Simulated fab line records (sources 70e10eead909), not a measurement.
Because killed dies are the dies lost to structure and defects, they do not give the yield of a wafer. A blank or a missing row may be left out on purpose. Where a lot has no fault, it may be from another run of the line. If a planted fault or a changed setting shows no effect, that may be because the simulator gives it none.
fab line records	flow nand-harc
record: lots: 24	wafers: 72	last-day: 33
route steps=1302 shown A_BLC@1123 A_M0@1148 A_M1@1189 A_BONDPAD@1220 THIN_TSV@1279
lots untouched by any fault: they come from a run of this same line in which no faults occurred
start-h: start of the lot's first displayed wafer, in hours after the record's first day	wait-h: how many hours have passed since the lot's step before this one	" the same as in the row above	L1.1+2: a row that stands for several wafers	- no value, or no start given	* or withheld: withheld	< > ~ a bound
route shown NAME@n: names a module that has steps shown in the file, with the first one's number in the route	usual: mean/standard deviation of fault-free wafers	same: alike in all rows	chamber/n: place in a boat	sites: readings site by site	_std_site: standard deviation across them	_edge_site: inner sites' mean taken away from outer sites' mean	radius-mm: how far each site lies from the wafer's centre	mask NAME#n: copy n	behind: tool/chamber where the wafer was last shaped	hold: why the lot was held/for how many hours/how that ended	device: transistor that didn't switch, given as n, p or np	end of line: the same wafers' tests at the end of the route	a step with no rows: only its recipe	killed: count of dies lost to structure and defects at first sort (not the wafer's yield)	map: the dies of a wafer, with x for killed, . for not killed, _ for no die there
set.NAME: setting as actually run; set.NAME@STEP: the setting as run at that earlier step	model.NAME: the simulator's own value behind a step, which no gauge read
a sample of lots followed through the steps of the route, with each step as a table and each wafer as a row
services: the hour from which a tool's chamber was out of use, counted from the record's first day as start-h (under 0 if before that day), plus the number of hours and why
== steps ==
step: NHARC_A_BLC_ETCH_18
recipe: target-depth-a: 9100	c4f8-flow-sccm: 20	o2-flow-sccm: 10	ar-flow-sccm: withheld	rf-w: 600	bias-w: 1500	chemistry: C4F8/O2/Ar
usual: chamber-pressure-mTorr: 25.000/0.022	oes-product-au: 0.948/0.022	rf-vpp-V: 980/5.2
lot.wafer	tool	chamber	start-h	wait-h	chamber-pressure-mTorr	oes-product-au	rf-hours-counter-h	rf-vpp-V
L074.1	rie-diel-11	0	-	-	25.014	0.925	6	986
L074.6	"	3	"	"	25.047	0.933	-	971
L074.5	"	0	"	"	25.002	0.923	-	985
L075.2	rie-diel-11	3	-	-	25.020	0.942	6	971
L075.3	"	0	"	"	25.005	0.923	6	984
L075.6	"	2	"	"	24.994	0.920	-	982
L076.2	rie-diel-11	1	-	-	24.951	0.924	8	977
L076.4	"	3	"	"	25.004	0.935	8	972
L076.6	"	2	"	"	24.981	0.923	-	982
L078.1	rie-diel-11	0	-	-	24.999	0.913	8	985
L078.5	"	2	"	"	25.004	0.921	-	983
L078.4	"	0	"	"	24.994	0.928	-	984
L080.1	rie-diel-10	1	-	-	25.001	0.962	10	983
L080.2	"	3	"	"	24.985	0.973	8	986
L080.6	"	2	"	"	24.944	0.952	-	981
L079.1	rie-diel-11	2	-	-	25.012	0.971	9	981
L079.3	"	3	"	"	24.985	0.986	9	972
L079.6	"	2	"	"	25.025	0.979	-	982
L077.1	rie-diel-10	0	-	-	24.971	0.926	10	982
L077.5	"	3	"	"	24.995	0.923	-	986
L077.6	"	0	"	"	24.992	0.927	-	979
L081.4	rie-diel-02	3	-	-	25.008	0.964	0	988
L081.3	"	0	"	"	25.015	0.974	0	971
L081.1	"	2	"	"	25.001	0.971	1	980
L082.3	rie-diel-11	3	-	-	25.002	0.947	11	970
L082.1	"	0	"	"	25.034	0.923	10	984
L082.2	"	2	"	"	24.980	0.919	11	981
L083.3	rie-diel-11	1	-	-	25.020	0.980	11	977
L083.4	"	2	"	"	25.024	0.956	12	981
L083.5	"	3	"	"	24.984	0.965	-	971
L084.2	rie-diel-10	3	-	-	25.023	0.977	1	984
L084.3	"	0	"	"	25.060	0.959	1	980
L084.6	"	2	"	"	24.991	0.974	-	982
L085.1	rie-diel-11	3	-	-	25.017	0.971	0	971
L085.4	"	1	"	"	24.979	0.981	0	977
L085.6	"	2	"	"	24.986	0.969	-	982
L086.4	rie-diel-10	2	-	-	24.992	0.940	2	982
L086.1	"	1	"	"	24.996	0.957	2	984
L086.5	"	3	"	"	25.034	0.946	-	985
L089.3	rie-diel-11	0	-	-	25.043	0.969	2	984
L089.4	"	1	"	"	24.999	0.985	3	977
L089.5	"	3	"	"	24.987	0.972	-	971
L090.1	rie-diel-11	0	-	-	25.004	0.971	3	985
L090.5	"	2	"	"	25.012	0.970	-	983
L090.6	"	3	"	"	25.008	0.965	-	971
L087.2	rie-diel-11	0	-	-	24.981	0.978	3	984
L087.4	"	1	"	"	24.998	0.980	3	978
L087.5	"	3	"	"	24.957	0.956	-	971
L088.1	rie-diel-10	1	-	-	25.007	0.966	5	982
L088.6	"	2	"	"	24.988	0.959	-	982
L088.5	"	3	"	"	25.044	0.950	-	985
L093.3	rie-diel-11	2	-	-	24.997	0.921	6	982
L093.4	"	3	"	"	25.015	0.925	6	970
L093.2	"	0	"	"	25.022	0.928	6	985
L092.2	rie-diel-11	2	-	-	25.024	0.929	7	982
L092.1	"	0	"	"	25.003	0.930	6	983
L092.4	"	1	"	"	25.009	0.937	-	976
L091.4	rie-diel-11	0	-	-	24.978	0.969	6	984
L091.3	"	1	"	"	24.995	0.962	7	977
L091.1	"	2	"	"	24.970	0.983	7	984
L094.3	rie-diel-11	2	-	-	24.970	0.927	8	982
L094.5	"	1	"	"	24.988	0.927	-	977
L094.6	"	2	"	"	25.015	0.921	-	982
L096.4	rie-diel-10	2	-	-	24.986	0.926	11	981
L096.5	"	1	"	"	25.018	0.922	-	984
L096.6	"	2	"	"	24.994	0.933	-	981
L095.3	rie-diel-11	0	-	-	25.005	0.928	8	985
L095.4	"	1	"	"	24.988	0.935	8	976
L095.1	"	2	"	"	25.041	0.922	9	981
L097.4	rie-diel-11	2	-	-	25.003	0.932	9	981
L097.1	"	0	"	"	24.988	0.928	9	985
L097.6	"	3	"	"	24.977	0.928	-	971
step: NHARC_A_M0_OVL_MEAS_10
recipe: pitch-nm: 160
usual: overlay-x-nm: 0.1/0.77	overlay-y-nm: 0.4/0.91
lot.wafer	tool	chamber	start-h	wait-h	overlay-x-nm	overlay-y-nm
L074.1	overlay-02	-	532.48	-	-0.1	0.4
L074.5	"	-	"	"	0.2	0.5
L074.6	"	-	"	"	0.2	0.2
L075.2	overlay-02	-	534.17	-	-0.1	0.3
L075.3	"	-	"	"	-0.3	-0.1
L075.6	"	-	"	"	-0.2	-0.1
L076.2	overlay-02	-	550.07	-	0.7	0.7
L076.4	"	-	"	"	0.8	0.6
L076.6	"	-	"	"	0.4	0.9
L078.1	overlay-01	-	552.06	-	0.7	-1.4
L078.4	"	-	"	"	0.5	-1.5
L078.5	"	-	"	"	0.7	-1.3
L080.1	overlay-02	-	563.35	-	-0.4	1.1
L080.2	"	-	"	"	-0.1	1.0
L080.6	"	-	"	"	-0.3	1.0
L079.1	overlay-02	-	565.57	-	0.9	-0.1
L079.3	"	-	"	"	1.0	0.3
L079.6	"	-	"	"	1.0	0.2
L077.1	overlay-02	-	572.32	-	-1.3	1.2
L077.5	"	-	"	"	-1.2	1.3
L077.6	"	-	"	"	-1.0	0.8
L081.1	overlay-02	-	586.87	-	0.0	0.5
L081.3	"	-	"	"	0.3	1.1
L081.4	"	-	"	"	0.0	0.7
L082.1	overlay-01	-	590.61	-	-0.1	0.8
L082.2	"	-	"	"	-0.2	1.7
L082.3	"	-	"	"	-0.6	1.5
L083.3	overlay-02	-	605.80	-	0.4	0.7
L083.4	"	-	"	"	1.1	0.4
L083.5	"	-	"	"	0.9	0.4
L084.2	overlay-02	-	622.26	-	-0.6	0.9
L084.3	"	-	"	"	0.2	0.4
L084.6	"	-	"	"	0.0	0.2
L085.1	overlay-01	-	622.63	-	-1.7	-0.9
L085.4	"	-	"	"	-1.8	-0.6
L085.6	"	-	"	"	-1.4	-0.9
L086.1	overlay-01	-	635.27	-	-0.4	-0.2
L086.4	"	-	"	"	-0.5	-0.4
L086.5	"	-	"	"	-0.5	-0.9
L089.3	overlay-01	-	657.06	-	1.7	0.6
L089.4	"	-	"	"	1.2	1.3
L089.5	"	-	"	"	0.2	0.4
L090.1	overlay-01	-	658.47	-	0.9	0.2
L090.5	"	-	"	"	1.5	1.1
L090.6	"	-	"	"	1.1	0.3
L087.2	overlay-01	-	659.87	-	1.0	-0.1
L087.4	"	-	"	"	0.9	0.0
L087.5	"	-	"	"	0.5	-0.3
L088.1	overlay-02	-	661.00	-	0.4	0.4
L088.5	"	-	"	"	0.6	0.6
L088.6	"	-	"	"	1.2	0.5
L093.2	overlay-02	-	701.25	-	-1.2	2.3
L093.3	"	-	"	"	-0.6	2.2
L093.4	"	-	"	"	-1.4	1.7
L092.1	overlay-02	-	703.76	-	-0.2	-1.6
L092.2	"	-	"	"	0.0	-1.2
L092.4	"	-	"	"	-0.1	-1.4
L091.1	overlay-02	-	712.30	-	0.2	0.0
L091.3	"	-	"	"	0.4	-0.1
L091.4	"	-	"	"	0.1	-0.1
L094.3	overlay-01	-	731.89	-	0.5	0.2
L094.5	"	-	"	"	0.5	-0.4
L094.6	"	-	"	"	0.2	-0.2
L096.4	overlay-01	-	732.49	-	-0.7	0.4
L096.5	"	-	"	"	0.1	0.2
L096.6	"	-	"	"	0.2	0.3
L095.1	overlay-01	-	733.27	-	0.6	1.1
L095.3	"	-	"	"	0.5	1.0
L095.4	"	-	"	"	0.4	0.8
L097.1	overlay-01	-	745.10	-	0.1	2.8
L097.4	"	-	"	"	0.1	2.4
L097.6	"	-	"	"	-0.2	2.4
step: NHARC_A_M1_DEGAS_29
recipe: temp-c: 250	time-s: 60
usual: heater-power-w: 319/22
lot.wafer	tool	chamber	start-h	wait-h	heater-power-w
L074.1	pvd-sputter-02	-	537.76	-	285
L074.6	"	-	"	"	328
L074.5	"	-	"	"	291
L075.3	pvd-sputter-01	-	539.26	-	352
L075.2	"	-	"	"	356
L075.6	"	-	"	"	342
L076.4	pvd-sputter-03	-	555.22	-	347
L076.2	"	-	"	"	281
L076.6	"	-	"	"	318
L078.4	pvd-sputter-03	-	557.30	-	319
L078.1	"	-	"	"	327
L078.5	"	-	"	"	295
L080.1	pvd-sputter-01	-	568.57	-	299
L080.2	"	-	"	"	356
L080.6	"	-	"	"	295
L079.3	pvd-sputter-02	-	570.77	-	327
L079.1	"	-	"	"	286
L079.6	"	-	"	"	339
L077.1	pvd-sputter-03	-	577.59	-	316
L077.6	"	-	"	"	287
L077.5	"	-	"	"	314
L081.4	pvd-sputter-03	-	592.06	-	322
L081.1	"	-	"	"	285
L081.3	"	-	"	"	307
L082.3	pvd-sputter-01	-	596.57	-	316
L082.2	"	-	"	"	339
L082.1	"	-	"	"	294
L083.4	pvd-sputter-03	-	611.06	-	319
L083.3	"	-	"	"	319
L083.5	"	-	"	"	280
L084.3	pvd-sputter-01	-	627.95	-	325
L084.2	"	-	"	"	324
L084.6	"	-	"	"	296
L085.4	pvd-sputter-02	-	628.28	-	335
L085.1	"	-	"	"	342
L085.6	"	-	"	"	334
L086.4	pvd-sputter-03	-	640.40	-	283
L086.1	"	-	"	"	349
L086.5	"	-	"	"	282
L089.4	pvd-sputter-02	-	662.23	-	327
L089.3	"	-	"	"	288
L089.5	"	-	"	"	326
L090.1	pvd-sputter-03	-	663.53	-	287
L090.5	"	-	"	"	287
L090.6	"	-	"	"	315
L087.2	pvd-sputter-02	-	665.00	-	334
L087.4	"	-	"	"	321
L087.5	"	-	"	"	331
L088.1	pvd-sputter-03	-	666.22	-	295
L088.5	"	-	"	"	332
L088.6	"	-	"	"	284
L093.4	pvd-sputter-01	-	706.42	-	354
L093.2	"	-	"	"	322
L093.3	"	-	"	"	330
L092.2	pvd-sputter-01	-	709.03	-	310
L092.1	"	-	"	"	300
L092.4	"	-	"	"	359
L091.3	pvd-sputter-01	-	717.56	-	357
L091.4	"	-	"	"	314
L091.1	"	-	"	"	337
L094.3	pvd-sputter-02	-	737.24	-	310
L094.5	"	-	"	"	292
L094.6	"	-	"	"	313
L096.4	pvd-sputter-03	-	738.04	-	290
L096.5	"	-	"	"	324
L096.6	"	-	"	"	346
L095.1	pvd-sputter-01	-	738.36	-	334
L095.3	"	-	"	"	295
L095.4	"	-	"	"	313
L097.4	pvd-sputter-02	-	750.94	-	326
L097.1	"	-	"	"	290
L097.6	"	-	"	"	314
step: NHARC_A_BONDPAD_ETCH_12
recipe: target-depth-a: 2200	time-s: 110	chf3-flow-sccm: 50	o2-flow-sccm: 10	ar-flow-sccm: 200	rf-w: 500	bias-w: 200	chemistry: CHF3/O2
usual: chamber-pressure-mTorr: 25.000/0.022	drypump-motor-current-A: 5.76/0.26	oes-product-au: 0.939/0.022	rf-vpp-V: 371.6/1.9	showerhead-plenum-p-Torr: 2.45/0.084	throttle-valve-pct: 20.573/0.0089
lot.wafer	tool	chamber	start-h	wait-h	chamber-pressure-mTorr	drypump-motor-current-A	oes-product-au	rf-hours-counter-h	rf-vpp-V	showerhead-plenum-p-Torr	throttle-valve-pct
L074.1	rie-diel-03	2	-	-	24.957	5.74	0.933	2	373.5	2.53	20.568
L074.5	"	1	"	"	25.000	6.24	0.932	-	370.8	2.42	20.578
L074.6	"	2	"	"	25.000	5.72	0.931	-	373.4	2.53	20.565
L075.2	rie-diel-03	2	-	-	25.024	5.71	0.958	3	372.5	2.53	20.568
L075.3	"	3	"	"	24.993	5.75	0.959	2	373.5	2.47	20.580
L075.6	"	0	"	"	24.992	5.46	0.970	-	373.9	2.56	20.574
L076.2	rie-diel-03	3	-	-	24.932	5.75	0.914	3	371.0	2.47	20.567
L076.4	"	0	"	"	24.996	5.46	0.920	3	372.8	2.56	20.572
L076.6	"	0	"	"	24.990	5.45	0.922	-	372.4	2.56	20.565
L078.4	rie-diel-03	2	-	-	25.027	5.78	0.959	3	372.1	2.53	20.566
L078.1	"	3	"	"	25.001	5.76	0.965	3	374.1	2.47	20.571
L078.5	"	2	"	"	24.997	5.77	0.964	-	373.3	2.53	20.567
L080.2	rie-diel-03	2	-	-	24.992	5.71	0.970	3	374.3	2.53	20.581
L080.1	"	3	"	"	25.012	5.77	0.962	3	373.1	2.47	20.571
L080.6	"	2	"	"	24.968	5.71	0.983	-	374.9	2.53	20.569
L079.3	rie-diel-03	0	-	-	25.009	5.46	0.972	4	374.7	2.56	20.576
L079.1	"	1	"	"	25.002	6.25	0.978	4	369.9	2.42	20.566
L079.6	"	2	"	"	25.001	5.79	0.979	-	372.5	2.53	20.584
L077.1	rie-diel-03	0	-	-	25.011	5.45	0.961	4	373.3	2.56	20.572
L077.5	"	3	"	"	24.991	5.76	0.970	-	372.1	2.47	20.570
L077.6	"	0	"	"	25.033	5.45	0.962	-	373.2	2.56	20.569
L081.4	rie-diel-03	3	-	-	25.013	5.76	0.925	4	371.2	2.47	20.599
L081.1	"	0	"	"	25.007	5.47	0.929	4	374.4	2.56	20.557
L081.3	"	2	"	"	24.988	5.76	0.946	4	373.6	2.53	20.557
L082.1	rie-diel-13	1	-	-	25.018	5.54	0.918	13	371.3	2.37	20.580
L082.2	"	2	"	"	24.954	6.01	0.912	13	368.1	2.31	20.577
L082.3	"	3	"	"	24.969	5.78	0.924	13	374.7	2.54	20.579
L083.4	rie-diel-03	3	-	-	24.998	5.76	0.928	4	372.0	2.47	20.592
L083.3	"	0	"	"	25.027	5.47	0.937	5	373.2	2.56	20.563
L083.5	"	2	"	"	25.025	5.73	0.925	-	371.5	2.53	20.581
L084.3	rie-diel-13	2	-	-	24.994	5.99	0.921	18	368.9	2.31	20.559
L084.2	"	0	"	"	25.028	5.47	0.920	16	368.7	2.38	20.578
L084.6	"	2	"	"	24.962	6.00	0.912	-	369.2	2.31	20.582
L085.1	rie-diel-03	2	-	-	24.948	5.77	0.957	6	372.5	2.53	20.588
L085.6	"	0	"	"	24.992	5.45	0.957	-	373.7	2.56	20.574
L085.4	"	1	"	"	24.999	6.20	0.971	-	371.3	2.42	20.582
L086.1	rie-diel-09	1	-	-	24.989	5.65	0.901	40	374.0	2.51	20.565
L086.4	"	2	"	"	24.950	5.74	0.932	35	368.9	2.34	20.556
L086.5	"	0	"	"	25.019	5.78	0.925	-	374.6	2.46	20.571
L089.3	rie-diel-13	3	-	-	24.987	5.79	0.924	22	373.6	2.53	20.568
L089.4	"	0	"	"	25.037	5.44	0.909	21	368.2	2.37	20.574
L089.5	"	2	"	"	25.021	5.98	0.918	-	368.8	2.30	20.556
L090.1	rie-diel-13	0	-	-	24.999	5.47	0.920	21	369.0	2.37	20.561
L090.5	"	1	"	"	24.999	5.58	0.920	-	370.8	2.37	20.569
L090.6	"	2	"	"	25.040	6.01	0.919	-	368.6	2.30	20.585
L087.4	rie-diel-13	2	-	-	24.995	6.00	0.908	23	367.8	2.30	20.583
L087.2	"	0	"	"	24.992	5.49	0.918	21	370.4	2.37	20.577
L087.5	"	2	"	"	24.977	6.02	0.920	-	369.1	2.30	20.579
L088.1	rie-diel-03	2	-	-	25.025	5.74	0.930	0	374.8	2.53	20.556
L088.6	"	1	"	"	24.984	6.26	0.960	-	369.4	2.42	20.577
L088.5	"	2	"	"	24.975	5.74	0.934	-	372.5	2.53	20.579
L093.2	rie-diel-13	2	-	-	25.000	5.97	0.964	0	367.6	2.30	20.572
L093.3	"	3	"	"	25.023	5.78	0.975	0	373.5	2.53	20.588
L093.4	"	1	"	"	24.961	5.53	0.964	0	370.7	2.37	20.554
L092.4	rie-diel-03	3	-	-	25.037	5.76	0.955	1	371.1	2.47	20.575
L092.2	"	1	"	"	24.942	6.29	0.971	1	371.1	2.42	20.579
L092.1	"	2	"	"	24.976	5.75	0.954	1	374.6	2.53	20.577
L091.3	rie-diel-03	2	-	-	25.037	5.75	0.925	1	372.5	2.53	20.578
L091.4	"	3	"	"	25.012	5.76	0.928	1	372.4	2.47	20.575
L091.1	"	1	"	"	25.005	6.25	0.930	1	370.0	2.42	20.577
L094.3	rie-diel-03	3	-	-	25.039	5.75	0.936	2	371.2	2.47	20.579
L094.6	"	2	"	"	24.980	5.76	0.922	-	373.5	2.53	20.574
L094.5	"	3	"	"	25.044	5.76	0.942	-	372.5	2.47	20.569
L096.4	rie-diel-13	3	-	-	24.972	5.78	0.925	6	373.3	2.53	20.576
L096.5	"	1	"	"	24.989	5.56	0.926	-	369.3	2.36	20.575
L096.6	"	2	"	"	24.993	5.98	0.921	-	368.2	2.30	20.566
L095.1	rie-diel-13	0	-	-	25.009	5.49	0.912	6	368.7	2.37	20.571
L095.3	"	1	"	"	24.975	5.53	0.937	6	369.3	2.36	20.567
L095.4	"	2	"	"	24.971	6.00	0.923	7	368.5	2.30	20.572
L097.1	rie-diel-13	3	-	-	24.970	5.80	0.924	10	373.5	2.53	20.580
L097.4	"	2	"	"	25.006	5.98	0.922	-	367.6	2.30	20.553
L097.6	"	3	"	"	25.015	5.78	0.918	-	373.2	2.53	20.574
step: NHARC_A_BONDPAD_PRE_CLEAN_26
recipe: time-s: 30	temp-c: 280	gas: H2/He
usual: heater-power-w: 392/28
lot.wafer	tool	chamber	start-h	wait-h	heater-power-w
L074.1	pvd-sputter-01	-	-	-	435
L074.6	"	-	"	"	353
L074.5	"	-	"	"	443
L075.3	pvd-sputter-02	-	-	-	375
L075.2	"	-	"	"	423
L075.6	"	-	"	"	354
L076.2	pvd-sputter-02	-	-	-	400
L076.4	"	-	"	"	386
L076.6	"	-	"	"	355
L078.1	pvd-sputter-02	-	-	-	423
L078.4	"	-	"	"	352
L078.5	"	-	"	"	408
L080.2	pvd-sputter-01	-	-	-	431
L080.1	"	-	"	"	446
L080.6	"	-	"	"	380
L079.1	pvd-sputter-02	-	-	-	406
L079.3	"	-	"	"	356
L079.6	"	-	"	"	428
L077.1	pvd-sputter-03	-	-	-	340
L077.6	"	-	"	"	357
L077.5	"	-	"	"	389
L081.1	pvd-sputter-03	-	-	-	349
L081.4	"	-	"	"	391
L081.3	"	-	"	"	419
L082.2	pvd-sputter-01	-	-	-	391
L082.3	"	-	"	"	417
L082.1	"	-	"	"	358
L083.4	pvd-sputter-03	-	-	-	397
L083.3	"	-	"	"	356
L083.5	"	-	"	"	397
L084.2	pvd-sputter-02	-	-	-	411
L084.3	"	-	"	"	396
L084.6	"	-	"	"	349
L085.4	pvd-sputter-03	-	-	-	405
L085.1	"	-	"	"	347
L085.6	"	-	"	"	435
L086.4	pvd-sputter-01	-	-	-	361
L086.1	"	-	"	"	425
L086.5	"	-	"	"	359
L089.3	pvd-sputter-01	-	-	-	375
L089.4	"	-	"	"	369
L089.5	"	-	"	"	378
L090.1	pvd-sputter-03	-	-	-	393
L090.5	"	-	"	"	395
L090.6	"	-	"	"	342
L087.4	pvd-sputter-03	-	-	-	353
L087.2	"	-	"	"	431
L087.5	"	-	"	"	352
L088.1	pvd-sputter-02	-	-	-	392
L088.6	"	-	"	"	378
L088.5	"	-	"	"	359
L093.2	pvd-sputter-02	-	-	-	386
L093.3	"	-	"	"	357
L093.4	"	-	"	"	373
L092.4	pvd-sputter-02	-	-	-	394
L092.1	"	-	"	"	352
L092.2	"	-	"	"	407
L091.4	pvd-sputter-01	-	-	-	387
L091.3	"	-	"	"	372
L091.1	"	-	"	"	436
L094.3	pvd-sputter-03	-	-	-	396
L094.5	"	-	"	"	422
L094.6	"	-	"	"	404
L096.4	pvd-sputter-02	-	-	-	396
L096.6	"	-	"	"	398
L096.5	"	-	"	"	390
L095.4	pvd-sputter-01	-	-	-	411
L095.1	"	-	"	"	442
L095.3	"	-	"	"	383
L097.1	pvd-sputter-03	-	-	-	408
L097.4	"	-	"	"	396
L097.6	"	-	"	"	430
step: NHARC_THIN_TSV_DEGAS_53
recipe: temp-c: 300	time-s: 60
usual: heater-power-w: 444/30
lot.wafer	tool	chamber	start-h	wait-h	heater-power-w
L074.1	pvd-sputter-02	-	561.07	0.1	401
L074.6	"	-	"	"	471
L074.5	"	-	"	"	447
L075.2	pvd-sputter-03	-	562.46	0.1	453
L075.3	"	-	"	"	389
L075.6	"	-	"	"	430
L076.4	pvd-sputter-03	-	578.78	0.1	448
L076.2	"	-	"	"	494
L076.6	"	-	"	"	487
L078.4	pvd-sputter-01	-	579.90	0.1	408
L078.1	"	-	"	"	504
L078.5	"	-	"	"	432
L080.2	pvd-sputter-02	-	592.30	0.1	435
L080.1	"	-	"	"	457
L080.6	"	-	"	"	427
L079.1	pvd-sputter-03	-	593.36	0.1	435
L079.3	"	-	"	"	488
L079.6	"	-	"	"	410
L077.1	pvd-sputter-03	-	602.35	0.1	435
L077.5	"	-	"	"	388
L077.6	"	-	"	"	439
L081.3	pvd-sputter-03	-	617.48	0.1	451
L081.4	"	-	"	"	481
L081.1	"	-	"	"	446
L082.3	pvd-sputter-01	-	618.56	0.1	498
L082.1	"	-	"	"	445
L082.2	"	-	"	"	470
L083.4	pvd-sputter-01	-	637.59	0.1	497
L083.3	"	-	"	"	458
L083.5	"	-	"	"	412
L084.2	pvd-sputter-02	-	651.06	0.1	450
L084.3	"	-	"	"	441
L084.6	"	-	"	"	403
L085.1	pvd-sputter-01	-	652.99	0.1	443
L085.4	"	-	"	"	425
L085.6	"	-	"	"	469
L086.1	pvd-sputter-01	-	664.27	0.1	413
L086.4	"	-	"	"	503
L086.5	"	-	"	"	417
L090.1	pvd-sputter-02	-	688.39	0.1	444
L090.6	"	-	"	"	430
L090.5	"	-	"	"	453
L089.4	pvd-sputter-03	-	689.32	0.1	440
L089.3	"	-	"	"	404
L089.5	"	-	"	"	436
L087.2	pvd-sputter-03	-	690.64	0.1	411
L087.4	"	-	"	"	442
L087.5	"	-	"	"	390
L088.1	pvd-sputter-02	-	691.77	0.1	422
L088.5	"	-	"	"	452
L088.6	"	-	"	"	434
L093.4	pvd-sputter-02	-	730.91	0.1	454
L093.3	"	-	"	"	403
L093.2	"	-	"	"	432
L092.1	pvd-sputter-03	-	732.22	0.1	481
L092.4	"	-	"	"	461
L092.2	"	-	"	"	397
L091.3	pvd-sputter-03	-	743.05	0.1	442
L091.4	"	-	"	"	471
L091.1	"	-	"	"	466
L094.3	pvd-sputter-03	-	760.76	0.1	481
L094.5	"	-	"	"	399
L094.6	"	-	"	"	441
L096.4	pvd-sputter-02	-	762.25	0.1	405
L096.6	"	-	"	"	421
L096.5	"	-	"	"	447
L095.1	pvd-sputter-02	-	763.20	0.1	415
L095.4	"	-	"	"	440
L095.3	"	-	"	"	441
L097.4	pvd-sputter-02	-	777.36	0.1	409
L097.1	"	-	"	"	438
L097.6	"	-	"	"	415
== services ==
tool	chamber	start-h	hours	kind
rie-diel-11	3	514.63	3.9	repair
rie-diel-13	-	521.78	9.0	pm
rie-diel-11	1	524.46	4.9	repair
pvd-sputter-03	-	535.22	10.0	pm
pvd-sputter-01	-	553.70	2.7	repair
rie-diel-10	0	561.69	2.5	repair
rie-diel-11	1	569.09	6.0	repair
pvd-sputter-01	-	570.31	2.8	repair
pvd-sputter-01	-	582.00	10.0	pm
rie-diel-03	3	596.46	5.7	repair
rie-diel-10	-	596.62	9.0	pm
rie-diel-11	-	609.56	9.0	pm
rie-diel-03	3	615.38	18.9	repair
rie-diel-03	-	635.30	9.0	pm
pvd-sputter-02	-	638.07	10.0	pm
rie-diel-10	3	669.20	6.2	repair
rie-diel-13	-	671.11	0.3	repair
rie-diel-10	0	683.29	3.8	repair
rie-diel-13	2	692.40	2.7	repair
rie-diel-13	-	698.78	9.0	pm
rie-diel-11	3	699.31	1.8	repair
pvd-sputter-03	-	713.22	10.0	pm
rie-diel-13	1	742.99	11.7	repair
pvd-sputter-01	-	760.00	10.0	pm
== key ==
fault none
